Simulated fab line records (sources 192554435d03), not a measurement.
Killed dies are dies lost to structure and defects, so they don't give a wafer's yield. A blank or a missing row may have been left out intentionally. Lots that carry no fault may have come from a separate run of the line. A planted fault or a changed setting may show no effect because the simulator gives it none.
Comparing a struck lot with a sound one || flow n5Finfet || 17 steps out of a route of 1938
Sound: these wafers, L118.1, L118.3, L118.4. The struck wafers were L129.1, L129.2, L129.6. The cause is given at the end.
Order at every step that has rows: each side's tool, ch and its chambers, its first start. Under that, the readings that differ: sound wafers || struck wafers || difference of the means || sigmas: that difference in standard deviations of wafers without a fault.
alike: readings whose means differ by less than 2 such deviations, and words and numbers that are the same on both sides. not compared: withheld readings, readings that some wafer has no value for, bounds like >300 that may hide the same value, and numbers for which the record gives no deviation and whose values overlap.
Wherever a step has rows on one side only, a row that says differs or no value, or a row with sigmas, the two part there. Numbers that don't overlap but have no deviation are shown without sigmas and don't part them. A reading missing from all wafers of one side parts the sides only when that side holds two or more wafers.

first, 1 step without rows for these wafers: N5_SD_EPI_P_STRIP_38 (strips in N2/H2).
N5_SD_EPI_P_ETCHBACK_46: etches SiNx in CH3F/O2, stops on SiO2, target depth 17.5 nm.
  sound on rieDiel-04 ch 0,1,3, day 3 07:53; struck on rieDiel-02 ch 0,1,2, day 6 05:31
{"reading": "showerheadPlenumPTorr (Torr)", "sound": "1.94 2.00 1.85", "struck": "2.07 2.06 2.07", "difference": "+0.14", "sigmas": "+3"}
  alike: drypumpMotorCurrentA, oes_ar_750_au, oes_o_777_au, oesProductAu, rfFwdPowerW, rfVppV, throttleValvePct
  not compared: rfHoursCounterH
N5_SD_EPI_P_ETCH_47: etches SiOCN in CH3F/O2, target depth 25 nm.
  sound on rieDiel-04 ch 0,1,3, day 3 07:59; struck on rieDiel-02 ch 0,1,2, day 6 05:37
{"reading": "showerheadPlenumPTorr (Torr)", "sound": "1.94 2.00 1.85", "struck": "2.07 2.06 2.07", "difference": "+0.14", "sigmas": "+3"}
  alike: drypumpMotorCurrentA, oes_ar_750_au, oes_o_777_au, oesProductAu, rfFwdPowerW, rfVppV, throttleValvePct
  not compared: rfHoursCounterH
N5_SD_EPI_P_ETCH_16: etches SiO2 in CHF3/O2, target depth 5 nm.
  sound on rieDiel-04 ch 0,1,3, day 3 08:05; struck on rieDiel-02 ch 0,1,2, day 6 05:43
{"reading": "showerheadPlenumPTorr (Torr)", "sound": "2.33 2.41 2.23", "struck": "2.49 2.48 2.49", "difference": "+0.16", "sigmas": "+3"}
  alike: drypumpMotorCurrentA, oes_ar_750_au, oes_o_777_au, oesProductAu, rfFwdPowerW, rfVppV, throttleValvePct
  not compared: rfHoursCounterH
then, 1 step without rows for these wafers: N5_SD_EPI_P_STRIP_50 (strips in CHF3/O2).
N5_SD_EPI_P_SD_RECESS_17: chemistry HBr/Cl2/O2, target depth 39.1 nm, bt time 3 s.
  sound on rieSi-04 ch 0,1,3, day 3 08:10; struck on rieSi-06 ch 0,1,3, day 6 05:47
  alike: drypumpMotorCurrentA, oes_o_777_au, oesProductAu, rfFwdPowerW, throttleValvePct
  not compared: rfHoursCounterH
then, 1 step without rows for these wafers: N5_SD_EPI_P_WET_ETCH_45 (etches SiO2 in dHF, time 10.7 s, target depth 2 nm, rinse time 30 s).
N5_SD_EPI_P_STRIP_40: strips in N2/H2.
  sound on plasmaAsher-01 ch 0,1, day 3 08:18; struck on plasmaAsher-02 ch 0,1, day 6 05:56
  alike: drypumpMotorCurrentA, heaterPowerW, oesProductAu
  not compared: rfHoursCounterH
then, 4 steps without rows for these wafers: N5_SD_EPI_P_PRECLEAN_52 (cleans in O3/DIW, time 60 s); N5_SD_EPI_P_SRD_20 (time 30 s); N5_SD_EPI_P_PRECLEAN_51 (cleans in NF3:NH3, afs cycles 1, time 20 s, sublimation time 60 s); N5_SD_EPI_P_VAPOR_ETCH_44 (etches SiGe30 in NF3/Ar, time 3.3 s).
N5_SD_EPI_P_EPI_21: deposits SiGe:B, time 355 s.
  sound on epiRpcvd-02 ch 0, day 3 08:56; struck on epiRpcvd-01 ch 0, day 6 07:13
N5_SD_EPI_P_EPI_MEAS_23:
  sound on filmMetro-02 at day 3 11:52; struck on filmMetro-02 at day 6 14:05
{"reading": "thkNm (nm)", "sound": "61.3 62.7 61.6", "struck": "52.5 49.4 50.4", "difference": -11.1, "sigmas": -9}
then, 1 step without rows for these wafers: N5_SD_EPI_P_HM_STRIP_48 (strips SiNx in H3PO4, material SiNx, target depth 3 nm).
-- record jumps: 5 days separate the struck wafers' starts on either side; left off in module SD_EPI_P, taken up again in module BEOL_M4, whose first shown step is the route's number 1111 --
N5_BEOL_M4_RC_MEAS_101:
  sound on prober-02 ch 0, day 8 14:50; struck on prober-02 ch 0, day 11 20:07
  alike: DIBL_N, DIBL_P, IOFF_N, IOFF_P, ION_N, ION_P, SS_N, SS_P, VT_N, VT_P
-- record jumps: 5 days separate the struck wafers' starts on either side; left off in module BEOL_M4, taken up again in module PASSIVATION, whose first shown step is the route's number 1936 --
N5_PASSIVATION_PROBE_49:
  rows exist in the record for the struck wafers here (prober-02, day 17 06:17), but not for the sound ones

== WHERE THEY PART ==
Earliest at N5_SD_EPI_P_ETCHBACK_46; latest, in this record, at N5_PASSIVATION_PROBE_49.

WHY: whatever the simulator had introduced
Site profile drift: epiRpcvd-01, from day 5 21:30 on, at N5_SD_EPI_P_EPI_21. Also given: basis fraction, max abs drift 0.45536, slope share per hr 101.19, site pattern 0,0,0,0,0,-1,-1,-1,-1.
